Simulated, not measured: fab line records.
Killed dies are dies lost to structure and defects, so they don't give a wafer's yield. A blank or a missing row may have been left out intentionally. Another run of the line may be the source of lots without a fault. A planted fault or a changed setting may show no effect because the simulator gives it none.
Struck lot and sound lot, side by side :: flow nand_harc :: 28 steps out of a route of 1302
Sound: the wafers L266.1, L266.2, L266.4. Wafers struck: L270.3, L270.4, L270.5. Last of all comes the cause.
Order at every step that has rows: each side's tool, ch and its chambers, its first start. Under that, the readings that differ: sound wafers :: struck wafers :: difference of the means :: sigmas: that difference in standard deviations of wafers without a fault.
alike: readings whose means differ by less than 2 such deviations, and words and numbers that are the same on both sides. not compared: withheld readings, readings that some wafer has no value for, bounds like >300 that may hide the same value, and numbers for which the record gives no deviation and whose values overlap.
The two part at a step that has a row with sigmas, a row that says differs or no value, or rows on one side only. Non-overlapping numbers with no deviation appear without sigmas and do not part them. Lack of a reading on every wafer of one side parts them only where that side has two or more wafers.

first, 1 step without rows for these wafers: NHARC_P_ZERO_WELL_HARDBAKE_53 (time 80 s).
NHARC_P_ZERO_WELL_DESCUM_54: chemistry O2, time 3 s.
  sound on rie_diel-11 ch 0,2,3, day 5 10:05; struck on rie_diel-05 ch 0,3, day 7 01:46
  alike: drypump_motor_current_A, oes_product_au, rf_vpp_V, showerhead_plenum_p_Torr, throttle_valve_pct
  not compared: rf_hours_counter_h
then, 5 steps without rows for these wafers: NHARC_P_ZERO_WELL_IMPLANT_55; NHARC_P_ZERO_WELL_IMPLANT_61; NHARC_P_ZERO_WELL_STRIP_56 (strips in SPM, time 840 s); NHARC_P_ZERO_WELL_PRECLEAN_68 (cleans in SC1, time 60 s); NHARC_P_ZERO_WELL_SRD_69.
NHARC_P_ZERO_WELL_RTA_42: time 300 s.
  sound on rtp_anneal-01 ch 0, day 5 11:04; struck on rtp_anneal-02 ch 0, day 7 02:58
reading: lamp_power_pct (%)
sound: 43 44 44
struck: 36 36 36
difference: -8
sigmas: -2
  alike: wafer_temp_C_max
NHARC_P_ZERO_WELL_INSPECT_43:
  struck on defect_inspect-01, day 7 03:25; sound on defect_inspect-01, day 5 11:44
  alike: raw_defect_count
then, 3 steps without rows for these wafers: NHARC_P_STI_ETCH_26 (etches SiO2 in dHF, target depth 11 nm); NHARC_P_STI_PRECLEAN_27 (cleans in SC1); NHARC_P_STI_SRD_28.
NHARC_P_STI_OXIDE_29: material SiO2, target thk 10 nm, ox time 1362 s.
  sound on furnace-02 ch 0, day 5 16:32; struck on furnace-06 ch 0, day 7 07:36
  alike: spike_tc_centre_C, zone_power_bottom_pct
then, 10 steps without rows for these wafers: NHARC_P_STI_HM_DEP_30 (deposits Si3N4, target thk 80 nm, time 873 s); NHARC_P_STI_DEHYDRATE_01 (time 120 s); NHARC_P_STI_HMDS_02 (time 30 s); NHARC_P_STI_COAT_41 (time 65 s); NHARC_P_STI_COAT_03 (resist thk 600 nm); NHARC_P_STI_SOFTBAKE_04 (time 70 s); NHARC_P_STI_EBR_05; NHARC_P_STI_EXPOSE_06 (exposes mask P STI, target cd 200 nm); NHARC_P_STI_PEB_07 (peb time 80 s); NHARC_P_STI_DEVELOP_08 (time 50 s).
NHARC_P_STI_CD_MEAS_09: the cd target is 200 nm.
  sound on cd_sem-03 ch 0, day 6 03:44; struck on cd_sem-01 ch 0, day 7 18:50
  alike: cd_nm
NHARC_P_STI_OVL_MEAS_10:
  struck on overlay-01, day 7 18:55; sound on overlay-02, day 6 03:49
  alike: overlay_x_nm, overlay_y_nm
NHARC_P_STI_INSPECT_11:
  struck on defect_inspect-01, day 7 18:58; sound on defect_inspect-01, day 6 03:51
reading: raw_defect_count
sound: 6 5 4
struck: 531 573 534
difference: +541
sigmas: +99 or more
then, 1 step without rows for these wafers: NHARC_P_STI_HARDBAKE_13 (time 65 s).
-- record jumps: 22 days between struck wafers' starts before vs after; left off in module P_STI, resumes in module END, first step shown is number 1302 of the route --
NHARC_END_SORT_01:
  sound on prober-01 ch 0, day 28 00:16; struck on prober-02 ch 0, day 30 01:22
reading: killed_at_periphery
sound: 4 6 10
struck: 336 367 334
difference: +339
sigmas: +99 or more

reading: killed_dies
sound: 37 35 40
struck: 394 415 395
difference: +364
sigmas: +17
  alike: killed_at_array, killed_at_other, killed_open, killed_short

== WHERE THEY PART ==
At NHARC_P_ZERO_WELL_RTA_42 first; at NHARC_END_SORT_01 last (within this record only).

WHY: the cause the simulator had injected
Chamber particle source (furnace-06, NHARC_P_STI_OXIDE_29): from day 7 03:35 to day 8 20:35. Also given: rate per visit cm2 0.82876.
